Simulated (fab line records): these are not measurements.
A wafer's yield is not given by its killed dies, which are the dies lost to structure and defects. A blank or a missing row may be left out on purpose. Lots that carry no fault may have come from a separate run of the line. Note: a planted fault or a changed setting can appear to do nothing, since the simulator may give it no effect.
fab line records	flow n5Finfet
[record] lots = 14	wafers = 40	lastDay = 17
route steps=1938 shown BEOL_M9@1460 PAD_METAL@1893 PASSIVATION@1936
lots with no fault: from the same line, run without faults
startH: the number of hours between the record's first day and the start of the first shown wafer of the lot	waitH: hours elapsed since this lot's preceding step	" as in the row above	L1.1+2: several wafers, shown together as one row	- either no value or no given start	* or withheld: withheld	< > ~ a bound
route shown NAME@n: a module of which the file shows steps, and the number in the route of the first	usual: average and standard deviation across the fault-free wafers	same: alike in all rows	chamber/n: place in a boat	sites: each site's reading	_std_site: how widely they spread, as a standard deviation	_edge_site: inner sites' mean taken away from outer sites' mean	radiusMm: how far each site lies from the wafer's centre	mask NAME#n: copy n	behind: tool/chamber where the wafer was last shaped	hold: reason for holding the lot/hours on hold/outcome of the hold	device: the transistor (n, p or np) that didn't switch	end of line: at the end of the route, the tests of the same wafers	a step without rows: its recipe alone	killed: at the first sort, the dies lost to defects and structure; wafer yield is something else	map: per-die view of a wafer (x killed, . not killed, _ where there is no die)
set.NAME: the run value of the setting; set.NAME@STEP: its run value at that earlier step	model.NAME: the simulator's own value behind a step, which no gauge read
route steps across a sampled set of lots; one table per step, one row per wafer
services: when a tool's chamber went out of use (startH, in hours from the record's first day, below 0 if earlier), for how many hours, and the reason
[[steps]]
[step N5_BEOL_M9_CVD_78]
[recipe] material = Co	targetThkA = 20	tempC = withheld	precursor = CCTBA/H2	pressureTorr = 30	timeS = 138.9
lot.wafer	tool	chamber	startH	waitH
L452.2+5	cvdCo-02	1,2	227.49	0.1
L454.1+4+6	cvdCo-02	0,1,2	228.10	0.3
L453.2+5+6	cvdCo-01	1,2,0	244.23	0.0
L455.1+4+5	cvdCo-02	0,2,1	244.29	0.1
L456.1+2+3	cvdCo-02	2,0,1	244.40	0.0
L458.2+4+5	cvdCo-01	0,2,0	251.39	0.0
L460.1+4+5	cvdCo-01	1,2,0	259.13	0.0
L462.1+2+5	cvdCo-02	0,1,2	274.22	0.3
L464.3+4+6	cvdCo-02	2,1,2	301.24	0.3
L468.3+6	cvdCo-01	2,0	310.29	0.1
L469.1+3+6	cvdCo-01	0,2,0	314.22	0.0
L473.1+3+6	cvdCo-01	0	340.43	0.0
L474.2+3+5	cvdCo-01	2,0,2	347.76	0.0
L475.1+2+3	cvdCo-01	1,0,2	360.30	0.1
[step N5_PASSIVATION_DEGAS_18]
[recipe] ambient = vacuum	tempC = 300	timeS = 60
[usual] heaterPowerW = 458/50	susceptorTempC = 300.00/0.18
lot.wafer	tool	chamber	startH	waitH	heaterPowerW	susceptorTempC
L452.2	pvdSputter-02	-	286.28	0.5	454	300.26
L452.5	"	-	"	"	394	299.87
L454.1	pvdSputter-02	-	286.86	0.6	443	299.69
L454.4	"	-	"	"	471	300.09
L454.6	"	-	"	"	392	299.92
L453.2	pvdSputter-01	-	287.18	0.6	402	299.98
L453.5	"	-	"	"	412	300.10
L453.6	"	-	"	"	387	300.03
L455.1	pvdSputter-01	-	291.52	0.4	390	300.03
L455.4	"	-	"	"	518	300.15
L455.5	"	-	"	"	404	300.03
L456.1	pvdSputter-02	-	301.10	0.3	478	299.88
L456.2	"	-	"	"	390	299.83
L456.3	"	-	"	"	456	299.72
L458.2	pvdSputter-02	-	308.94	1.2	460	299.76
L458.4	"	-	"	"	480	300.19
L458.5	"	-	"	"	454	299.94
L460.1	pvdSputter-01	-	316.98	1.1	382	300.16
L460.4	"	-	"	"	411	299.80
L460.5	"	-	"	"	510	300.06
L462.1	pvdSputter-02	-	327.40	0.5	444	300.31
L462.2	"	-	"	"	479	300.13
L462.5	"	-	"	"	472	300.18
L464.3	pvdSputter-03	-	348.27	0.2	456	300.11
L464.4	"	-	"	"	523	300.43
L464.6	"	-	"	"	536	300.33
L468.3	pvdSputter-03	-	372.69	0.4	522	300.03
L468.6	"	-	"	"	562	299.69
L469.1	pvdSputter-01	-	376.93	0.5	413	300.10
L469.3	"	-	"	"	513	299.94
L469.6	"	-	"	"	530	300.26
L473.1	pvdSputter-02	-	393.64	0.5	449	300.14
L473.3	"	-	"	"	452	300.08
L473.6	"	-	"	"	473	299.78
L474.2	pvdSputter-01	-	396.85	0.1	385	300.03
L474.3	"	-	"	"	407	300.05
L474.5	"	-	"	"	389	300.01
L475.1	pvdSputter-03	-	408.34	0.1	462	300.03
L475.2	"	-	"	"	567	300.01
L475.3	"	-	"	"	463	300.17
[step N5_PASSIVATION_PRE_CLEAN_19]
[recipe] gas = H2/He	timeS = *	tempC = *
[usual] heaterPowerW = 458/49	susceptorTempC = *
lot.wafer	tool	chamber	startH	waitH	heaterPowerW	susceptorTempC
L452.2	pvdSputter-02	-	286.32	0.0	450	*
L452.5	"	-	"	"	402	*
L454.1	pvdSputter-02	-	286.90	0.0	450	*
L454.4	"	-	"	"	473	*
L454.6	"	-	"	"	399	*
L453.2	pvdSputter-01	-	287.22	0.0	395	*
L453.5	"	-	"	"	422	*
L453.6	"	-	"	"	382	*
L455.1	pvdSputter-01	-	291.56	0.0	394	*
L455.4	"	-	"	"	522	*
L455.5	"	-	"	"	416	*
L456.1	pvdSputter-02	-	301.14	0.0	474	*
L456.2	"	-	"	"	402	*
L456.3	"	-	"	"	440	*
L458.2	pvdSputter-02	-	308.98	0.0	452	*
L458.4	"	-	"	"	476	*
L458.5	"	-	"	"	451	*
L460.1	pvdSputter-01	-	317.02	0.0	386	*
L460.4	"	-	"	"	419	*
L460.5	"	-	"	"	518	*
L462.1	pvdSputter-02	-	327.44	0.0	452	*
L462.2	"	-	"	"	476	*
L462.5	"	-	"	"	477	*
L464.3	pvdSputter-03	-	348.31	0.0	467	*
L464.4	"	-	"	"	521	*
L464.6	"	-	"	"	512	*
L468.3	pvdSputter-03	-	372.73	0.0	531	*
L468.6	"	-	"	"	557	*
L469.1	pvdSputter-01	-	376.97	0.0	412	*
L469.3	"	-	"	"	518	*
L469.6	"	-	"	"	534	*
L473.1	pvdSputter-02	-	393.68	0.0	449	*
L473.3	"	-	"	"	449	*
L473.6	"	-	"	"	476	*
L474.2	pvdSputter-01	-	396.89	0.0	389	*
L474.3	"	-	"	"	409	*
L474.5	"	-	"	"	386	*
L475.1	pvdSputter-03	-	408.38	0.0	464	*
L475.2	"	-	"	"	565	*
L475.3	"	-	"	"	468	*
[step N5_PASSIVATION_PROBE_49]
[usual] defectLimitedYield = 91.1/1.4	killed_at_M0_to_M3 = 36/9.9	killed_at_M4_up = 13/5.8	killedAtContacts = 14/5.9	killedAtFrontEnd = 39/11	killedAtOther = 3.4/2.9	killedDies = 105/17	killedOpen = 70/13	killedShort = 34/7.3	sort_bin_5_function = 5.3/1	sort_bin_6_memory = 3.3/0.62	sort_bin_8_speed = 0.01/0.057	sortNPass = 1075/17
[same] grossDies = 1180	killedAtBackSide = 0	sort_bin_4_leakage[%] = 0
lot.wafer	tool	chamber	startH	waitH	defectLimitedYield[%]	killed_at_M0_to_M3	killed_at_M4_up	killedAtContacts	killedAtFrontEnd	killedAtOther	killedDies	killedOpen	killedShort	sort_bin_5_function[%]	sort_bin_6_memory[%]	sort_bin_8_speed[%]	sortNPass
L452.2	prober-02	-	292.06	0.1	90.3	37	18	18	40	2	115	77	36	5.8	3.3	0	1065
L452.5	prober-02	-	292.21	0.2	91.6	26	16	12	44	1	99	72	24	5.5	2.5	0	1081
L458.2	prober-02	-	314.62	0.1	87.2	48	17	23	61	2	151	115	33	7.9	4.7	0	1029
L458.4	prober-02	-	314.72	0.2	88.6	55	16	13	49	1	134	96	36	7.7	3.2	0	1046
L458.5	prober-02	-	314.77	0.2	90.2	39	11	9	55	2	116	80	36	5.6	4.0	0	1064
L462.1	prober-02	-	333.56	0.4	84.1	30	126	6	26	0	188	53	22	10.7	3.6	0	992
L462.2	prober-02	-	333.61	0.4	87.8	25	80	14	22	3	144	52	29	7.7	2.9	0	1036
L462.5	prober-02	-	333.76	0.6	84.1	21	120	14	33	0	188	66	25	10.3	3.9	0	992
L464.3	prober-02	-	355.19	0.1	83.1	34	115	12	36	2	199	66	24	10.6	4.8	0	981
L464.4	prober-02	-	355.24	0.2	86.6	32	80	7	37	2	158	57	35	8.5	3.8	0	1022
L464.6	prober-02	-	355.34	0.3	84.4	20	120	5	37	2	184	45	27	10.4	3.7	0	996
L468.3	prober-01	-	379.18	0.1	88.9	56	16	16	42	1	131	92	38	6.9	3.6	0	1049
L468.6	prober-01	-	379.33	0.3	89.2	47	14	25	41	0	127	82	44	6.6	3.7	0	1053
L469.1	prober-02	-	385.70	0.0	92.4	25	21	13	29	2	90	60	28	4.6	2.7	0	1090
L469.3	prober-02	-	385.80	0.1	92.0	23	10	17	41	3	94	68	24	4.2	3.6	0	1086
L469.6	prober-02	-	385.95	0.3	93.7	17	11	9	30	7	74	55	16	3.6	2.5	0	1106
L473.1	prober-01	-	400.45	0.0	91.9	34	11	15	36	0	96	65	28	4.7	2.9	0	1084
L473.3	prober-01	-	400.55	0.1	91.4	37	16	21	25	2	101	66	34	4.8	3.5	0	1079
L473.6	prober-01	-	400.70	0.3	91.1	45	15	17	26	2	105	68	36	5.4	3.2	0	1075
L475.1	prober-02	-	414.09	0.0	91.4	34	8	14	39	7	102	57	45	4.3	3.7	0	1078
L475.2	prober-02	-	414.14	0.1	91.8	34	10	9	41	3	97	64	33	4.7	3.5	0	1083
L475.3	prober-02	-	414.19	0.1	91.8	32	5	10	41	9	97	56	39	5.5	2.4	0	1083
// killed by level:class
L452.2 MOL_CONTACT_COAG:geometricParticle:open=16 BEOL_M2:geometricParticle:open=9 FIN_SAQP:geometricParticle:open=8 FIN_SAQP:geometricParticle:short=8 BEOL_M4:geometricParticle:open=8 BEOL_M1:geometricParticle:open=7 BEOL_M3:geometricParticle:open=7 GATE_CUT:geometricParticle:short=6
L452.5 MOL_CONTACT_COAG:geometricParticle:open=11 DUMMY_GATE:geometricParticle:open=10 BEOL_M4:geometricParticle:open=9 STI_FIN_REVEAL:geometricParticle:open=8 BEOL_M0_SAQP:geometricParticle:open=6 BEOL_M0_SAQP:geometricParticle:short=5 BEOL_M3:geometricParticle:open=5 FIN_SAQP:geometricParticle:open=4
L458.2 FIN_SAQP:geometricParticle:open=26 MOL_CONTACT_COAG:geometricParticle:open=20 BEOL_M1:geometricParticle:open=18 FIN_SAQP:geometricParticle:short=11 STI_FIN_REVEAL:geometricParticle:open=10 BEOL_M4:geometricParticle:open=9 BEOL_M3:geometricParticle:open=8 BEOL_M0_SAQP:geometricParticle:open=5
L458.4 FIN_SAQP:geometricParticle:open=18 MOL_CONTACT_COAG:geometricParticle:open=12 BEOL_M0:geometricParticle:open=10 STI_FIN_REVEAL:geometricParticle:open=9 BEOL_M0_SAQP:geometricParticle:open=9 BEOL_M0_SAQP:geometricParticle:short=8 BEOL_M2:geometricParticle:open=7 BEOL_M1:geometricParticle:open=7
L458.5 FIN_SAQP:geometricParticle:open=21 BEOL_M1:geometricParticle:open=11 FIN_SAQP:geometricParticle:short=9 MOL_CONTACT_COAG:geometricParticle:open=8 BEOL_M0_SAQP:geometricParticle:open=8 GATE_CUT:geometricParticle:open=7 BEOL_M0_SAQP:geometricParticle:short=7 BEOL_M3:geometricParticle:open=5
L462.1 BEOL_M9:unspecified=113 BEOL_M3:geometricParticle:open=11 BEOL_M2:geometricParticle:open=8 STI_FIN_REVEAL:geometricParticle:open=7 BEOL_M4:geometricParticle:open=7 BEOL_M0_SAQP:geometricParticle:open=4 GATE_CUT:geometricParticle:short=3 MOL_CONTACT_COAG:geometricParticle:short=3
L462.2 BEOL_M9:unspecified=63 MOL_CONTACT_COAG:geometricParticle:open=12 BEOL_M4:geometricParticle:open=11 BEOL_M0_SAQP:geometricParticle:short=10 BEOL_M0_SAQP:geometricParticle:open=8 GATE_CUT:geometricParticle:short=4 FIN_SAQP:geometricParticle:short=3 GATE_CUT:geometricParticle:open=3
L462.5 BEOL_M9:unspecified=96 MOL_CONTACT_COAG:geometricParticle:open=11 BEOL_M4:geometricParticle:open=11 STI_FIN_REVEAL:geometricParticle:open=6 BEOL_M2:geometricParticle:open=6 FIN_SAQP:geometricParticle:short=5 DUMMY_GATE:geometricParticle:open=5 BEOL_M1:geometricParticle:open=5
L464.3 BEOL_M9:unspecified=108 STI_FIN_REVEAL:geometricParticle:open=16 BEOL_M0_SAQP:geometricParticle:open=13 MOL_CONTACT_COAG:geometricParticle:open=10 FIN_SAQP:geometricParticle:open=8 BEOL_M0_SAQP:geometricParticle:short=7 BEOL_M2:geometricParticle:open=5 GATE_CUT:geometricParticle:short=4
L464.4 BEOL_M9:unspecified=65 BEOL_M0_SAQP:geometricParticle:open=15 BEOL_M4:geometricParticle:open=10 BEOL_M0_SAQP:geometricParticle:short=9 FIN_SAQP:geometricParticle:short=8 FIN_SAQP:geometricParticle:open=6 STI_FIN_REVEAL:geometricParticle:open=6 GATE_CUT:geometricParticle:short=5
L464.6 BEOL_M9:unspecified=112 STI_FIN_REVEAL:geometricParticle:open=11 BEOL_M0_SAQP:geometricParticle:open=10 FIN_SAQP:geometricParticle:short=9 BEOL_M0_SAQP:geometricParticle:short=6 MOL_CONTACT_COAG:geometricParticle:open=5 FIN_SAQP:geometricParticle:open=4 GATE_CUT:geometricParticle:short=4
L468.3 BEOL_M2:geometricParticle:open=18 STI_FIN_REVEAL:geometricParticle:open=17 MOL_CONTACT_COAG:geometricParticle:open=15 BEOL_M0_SAQP:geometricParticle:open=13 BEOL_M0_SAQP:geometricParticle:short=12 BEOL_M1:geometricParticle:open=7 FIN_SAQP:geometricParticle:short=6 BEOL_M4:geometricParticle:open=5
L468.6 MOL_CONTACT_COAG:geometricParticle:open=21 BEOL_M0_SAQP:geometricParticle:short=15 STI_FIN_REVEAL:geometricParticle:open=14 BEOL_M0_SAQP:geometricParticle:open=12 BEOL_M2:geometricParticle:open=9 GATE_CUT:geometricParticle:short=7 FIN_SAQP:geometricParticle:short=4 BEOL_M5:geometricParticle:open=4
L469.1 BEOL_M4:geometricParticle:open=12 MOL_CONTACT_COAG:geometricParticle:open=9 STI_FIN_REVEAL:geometricParticle:open=8 BEOL_M0_SAQP:geometricParticle:short=5 GATE_CUT:geometricParticle:short=5 MOL_CONTACT_COAG:geometricParticle:short=4 BEOL_M0_SAQP:geometricParticle:open=4 BEOL_M2:geometricParticle:open=4
L469.3 MOL_CONTACT_COAG:geometricParticle:open=14 STI_FIN_REVEAL:geometricParticle:open=12 FIN_SAQP:geometricParticle:open=7 BEOL_M1:geometricParticle:open=6 BEOL_M2:geometricParticle:open=5 DUMMY_GATE:geometricParticle:open=4 GATE_CUT:geometricParticle:open=4 STI_FIN_REVEAL:geometricParticle:short=3
L469.6 FIN_SAQP:geometricParticle:open=12 MOL_CONTACT_COAG:geometricParticle:open=8 STI_FIN_REVEAL:geometricParticle:open=7 BEOL_M0_SAQP:geometricParticle:short=5 BEOL_M0_SAQP:geometricParticle:open=4 BEOL_M3:geometricParticle:open=3 BEOL_M4:geometricParticle:open=3 BEOL_M2:geometricParticle:open=3
L473.1 MOL_CONTACT_COAG:geometricParticle:open=11 STI_FIN_REVEAL:geometricParticle:open=9 BEOL_M0_SAQP:geometricParticle:short=8 FIN_SAQP:geometricParticle:open=7 GATE_CUT:geometricParticle:open=7 BEOL_M3:geometricParticle:open=7 BEOL_M2:geometricParticle:open=6 FIN_SAQP:geometricParticle:short=4
L473.3 MOL_CONTACT_COAG:geometricParticle:open=14 BEOL_M0_SAQP:geometricParticle:short=13 STI_FIN_REVEAL:geometricParticle:open=7 MOL_CONTACT_COAG:geometricParticle:short=7 BEOL_M2:geometricParticle:open=7 BEOL_M4:geometricParticle:open=7 FIN_SAQP:geometricParticle:open=5 BEOL_M3:geometricParticle:open=5
L473.6 MOL_CONTACT_COAG:geometricParticle:open=15 BEOL_M0_SAQP:geometricParticle:short=12 BEOL_M1:geometricParticle:open=10 BEOL_M0_SAQP:geometricParticle:open=7 FIN_SAQP:geometricParticle:short=6 FIN_SAQP:geometricParticle:open=5 BEOL_M3:geometricParticle:open=5 BEOL_M4:geometricParticle:open=4
L475.1 STI_FIN_REVEAL:geometricParticle:open=12 MOL_CONTACT_COAG:geometricParticle:open=12 FIN_SAQP:geometricParticle:short=11 BEOL_M0_SAQP:geometricParticle:short=11 BEOL_M0_SAQP:geometricParticle:open=9 BEOL_M0:geometricParticle:open=7 FIN_SAQP:geometricParticle:open=5 GATE_CUT:geometricParticle:short=4
L475.2 STI_FIN_REVEAL:geometricParticle:open=11 FIN_SAQP:geometricParticle:short=10 BEOL_M0_SAQP:geometricParticle:open=10 MOL_CONTACT_COAG:geometricParticle:open=8 BEOL_M0_SAQP:geometricParticle:short=8 FIN_SAQP:geometricParticle:open=5 BEOL_M0:geometricParticle:open=5 BEOL_M3:geometricParticle:open=4
L475.3 FIN_SAQP:geometricParticle:open=12 FIN_SAQP:geometricParticle:short=10 MOL_CONTACT_COAG:geometricParticle:open=10 BEOL_M0_SAQP:geometricParticle:short=10 BEOL_M0_SAQP:geometricParticle:open=7 BEOL_M1:geometricParticle:open=6 GATE_CUT:geometricParticle:short=5 STI_FIN_REVEAL:geometricParticle:open=4
[[services]]
tool	chamber	startH	hours	kind
cvdCo-02	-	214.59	2.8	pm
cvdCo-01	-	265.04	2.8	pm
cvdCo-01	1	333.33	-	clean
cvdCo-01	1	333.33	22.0	scheduledDown
cvdCo-01	1	333.33	22.0	ventCycle
cvdCo-02	-	364.98	6.0	pm
pvdSputter-02	-	371.63	0.5	repair
cvdCo-01	-	387.33	1.3	repair
[[key]]
[firstSign] step = N5_PASSIVATION_PROBE_49	reading = killed_at_M4_up	direction = up	sigmas = 16	usual = 13	struck = 107
[effect] step = N5_PASSIVATION_PROBE_49	reading = defectLimitedYield	direction = down	sigmas = 4.2	usual = 91.1	struck = 85.0
[moreKillsBornAt] N5_BEOL_M9_CVD_78@cvdCo-02 = 557
metAt N5_BEOL_M9_CVD_78
struckLots L462,L464
notActingAt N5_PASSIVATION_DEGAS_18,N5_PASSIVATION_PRE_CLEAN_19
onsetBetween 244.40 274.22
[fault] kind = chamberParticleSource	tool = cvdCo-02	chamber = -	onsetH = 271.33	steps = N5_BEOL_M9_CVD_78	ratePerVisitCm2 = 0.561	endH = 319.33
